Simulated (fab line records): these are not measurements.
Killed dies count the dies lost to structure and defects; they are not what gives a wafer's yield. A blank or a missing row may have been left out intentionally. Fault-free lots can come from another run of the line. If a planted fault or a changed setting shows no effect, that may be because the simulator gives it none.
What tool caused it? + flow n5Finfet + 11 lots (32 wafers sampled), 1 step of a 1938-step route

== WHAT THE GAUGES READ, wafer by wafer ==
N5_BEOL_M6_OVL_MEAS_29.
| lot  | measured     | on         | V5_OVL (nm)    |
|------|--------------|------------|----------------|
| L405 | day 8 13:58  | overlay-01 | -0.7 -0.8 -1.3 |
| L406 | day 9 02:11  | overlay-01 | 0.1 1.2 1.6    |
| L410 | day 10 02:39 | overlay-02 | 0.8 -0.6 0.2   |
| L414 | day 10 19:00 | overlay-02 | 1.0 1.4 1.5    |
| L421 | day 13 02:24 | overlay-01 | 0.6 0.8 0.1    |
| L422 | day 13 04:01 | overlay-01 | 0.1 -0.2 0.1   |
| L423 | day 13 10:32 | overlay-02 | 0.3 0.9 0.7    |
| L425 | day 14 16:39 | overlay-01 | 0.3 0.5 0.9    |
| L427 | day 14 16:49 | overlay-01 | 0.0 0.7 0.5    |
| L426 | day 15 03:26 | overlay-01 | 0.3 0.6        |
| L428 | day 15 15:23 | overlay-02 | 0.3 -0.3 -0.1  |

== WHAT TOOL EACH LOT RAN ON (gives the tool, then ch and the chambers of the sampled wafers, and finally the start) ==
There is no process step in the record ahead of these readings.

== WHAT THE TOOLS THEMSELVES READ (means of the sampled wafers that have a number; where no wafer has one, the mark that the record gives instead) ==
The record holds no such reading with a usual standard deviation.

== THE ANSWER, worked out from the rows above alone ==
Rule: usual is defined by the lots themselves. The widest of any qualifying gaps counts: lots, ordered by their means at a reading, are off when they make up no more than a third of the lots, leave a main group of 4 or more, and stand apart from it by 3 or more times the standard deviation of that group's means. A main group whose means are all the same, to the digits that the tables above print for the reading, isn't used. A lot without any number at a reading at which 4 lots or more have one is off too. All remaining lots with rows at the step are treated as sound. The gauges are gone through in route order, then the tools' own readings, and for those a lot's mean is taken as printed above. The first step at which some lot is off is used, and at that step the reading that is off furthest; a lot without a number counts as furthest.
Nothing can be told from this: no lot is off at any reading shown.

== WHAT THE SIMULATOR HAD INSERTED ==
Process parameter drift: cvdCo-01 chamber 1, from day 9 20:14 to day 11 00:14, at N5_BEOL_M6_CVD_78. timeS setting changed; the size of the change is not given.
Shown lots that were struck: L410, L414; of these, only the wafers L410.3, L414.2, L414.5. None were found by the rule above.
